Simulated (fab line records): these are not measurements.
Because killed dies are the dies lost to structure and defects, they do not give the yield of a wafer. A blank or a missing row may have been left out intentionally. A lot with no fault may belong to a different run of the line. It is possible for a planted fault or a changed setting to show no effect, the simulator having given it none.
Lot-split experiment	flow n5Finfet	7 lots, 21 wafers read, on a route of 1938 steps

== ABOUT THE SPLIT ==
At N5_BEOL_M5_COAT_66 (time 60 s, resist thk 12 nm), the setting spinRpm was moved away from the recipe's 1500 rpm on 9 of the 21 wafers read, by -5.7% to +10.3%. The other wafers ran this setting at the recipe's value.

== FROM THE SPLIT TO THE READING: what the file shows between them, 5 steps ==
- N5_BEOL_M5_COAT_74: time 60 s, resist thk 5 nm
- N5_BEOL_M5_COAT_22: resist thk 30 nm
- N5_BEOL_M5_DESCUM_33: chemistry O2, time 7 s
- N5_BEOL_M5_ETCH_75: etches underlayer in N2/H2, target depth 6.5 nm, time 5.2 s
- N5_BEOL_M5_ETCH_67: etches SiARC in CF4, target depth 15.6 nm, time 26 s

== THE READING ==
SiARC_of_BEOL_M5_COAT_66.thkNm (the simulator's own value, which no gauge read), in nm, at N5_BEOL_M5_ETCH_68 (etches SOC in N2/H2, target depth 80 nm, overetch 16 nm, time 120 s). No usual value for it is given in the file. Across the 12 wafers here that went through the recipe, the average is 6.4 nm and the standard deviation 0.14 nm.

wafer	tool, chamber at the split	spinRpm as run, rpm	against the recipe	SiARC_of_BEOL_M5_COAT_66.thkNm, nm	against lot-mates on the recipe
L074.3	lithoTrack-01, 0	1500	recipe	6.2	-
L074.4	lithoTrack-01, 0	1415	-5.7%	6.8	+0.6
L074.6	lithoTrack-01, 0	1415	-5.7%	6.6	+0.4
L076.1	lithoTrack-02, 0	1500	recipe	6.2	-
L076.2	lithoTrack-02, 0	1500	recipe	6.4	-
L076.6	lithoTrack-02, 0	1654	+10.3%	5.8	-0.5
L078.1	lithoTrack-02, 0	1500	recipe	6.6	-
L078.5	lithoTrack-02, 0	1500	recipe	6.6	-
L078.3	lithoTrack-02, 0	1500	recipe	6.4	-
L086.3	lithoTrack-01, 0	1500	recipe	6.4	-
L086.4	lithoTrack-01, 0	1646	+9.7%	5.8	-0.6
L086.5	lithoTrack-01, 0	1646	+9.7%	6	-0.4
L095.4	lithoTrack-05, 0	1423	-5.1%	6.8	+0.5
L095.5	lithoTrack-05, 0	1500	recipe	6.4	-
L095.6	lithoTrack-05, 0	1500	recipe	6.2	-
L093.4	lithoTrack-05, 0	1500	recipe	6.4	-
L093.5	lithoTrack-05, 0	1500	recipe	6.4	-
L093.6	lithoTrack-05, 0	1439	-4.1%	6.8	+0.4
L097.1	lithoTrack-02, 0	1500	recipe	6.6	-
L097.3	lithoTrack-02, 0	1591	+6.1%	5.8	-0.8
L097.6	lithoTrack-02, 0	1591	+6.1%	6.2	-0.4

FIT RESULTS
A straight line over all 21 wafers: SiARC_of_BEOL_M5_COAT_66.thkNm changes by -0.0591 nm for each +1% of spinRpm; r = -0.89; the points scatter about the line by 0.15 nm.
The same after taking each lot's own level away (the mean of its wafers on the recipe; 21 wafers): -0.0687 nm for each +1%; r = -0.92; scatter 0.14 nm.
Per that fit: largest spinRpm move, reading shift of 0.71 nm.
From 6.20 to 6.60 nm: that is the span of the lots' own levels, equal to 2.8 times the standard deviation above.
So the slope is not independent of the lot-to-lot level: the two fits are not the same.
Check: with one of the wafers moved furthest among these (+10.3%) left out of the fit, the line predicts -0.728 nm for it against its lot-mates. It came out at -0.5 nm against them.

== OTHER SPLITS APPLIED TO THESE WAFERS ==
Note: prior to the reading, these wafers also went through further splits. Each is held against what the fit with the lots' levels taken away leaves over:
other split on the same wafers	wafers away from the commonest value	r with SiARC_of_BEOL_M5_COAT_66.thkNm (lot level and that fit taken away)
N5_BEOL_M2_DESCUM_16 timeS	3	-0.19
N5_BEOL_M3_ETCH_70 sourceW	6	+0.21
N5_BEOL_M4_COAT_67 spinRpm	5	+0.27
N5_BEOL_M4_COAT_22 spinRpm	6	-0.57
N5_BEOL_M5_COAT_60 spinRpm	5	+0.25
N5_BEOL_M5_COAT_71 spinRpm	3	+0.03
N5_BEOL_M5_ETCH_72 biasW	8	+0.40

== THE WHOLE CHAIN: every reading that the file lists as answering this split, in the file's order ==
step	what it does	reading	change (the file's fit)	r (the file's)
N5_BEOL_M5_COAT_66	time 60 s, resist thk 12 nm	SiARC_of_BEOL_M5_COAT_66.thkNm (the simulator's own value, which no gauge read)	-0.0543 nm for each +1% of the setting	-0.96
N5_BEOL_M5_ETCH_67	etches SiARC in CF4, target depth 15.6 nm, time 26 s	etch.depthNm (the simulator's own value, which no gauge read)	-0.0581 nm for each +1% of the setting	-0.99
N5_BEOL_M5_ETCH_67	etches SiARC in CF4, target depth 15.6 nm, time 26 s	CAR-EUV_of_BEOL_M5_COAT_22.thkNm (the simulator's own value, which no gauge read)	+0.0442 nm for each +1% of the setting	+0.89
N5_BEOL_M5_ETCH_68	etches SOC in N2/H2, target depth 80 nm, overetch 16 nm, time 120 s	SiARC_of_BEOL_M5_COAT_66.thkNm (the simulator's own value, which no gauge read)	-0.0663 nm for each +1% of the setting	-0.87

== THE FILE'S OWN FIT ==
SiARC_of_BEOL_M5_COAT_66.thkNm changes by -0.0663 nm for each +1% of spinRpm, r = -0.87.
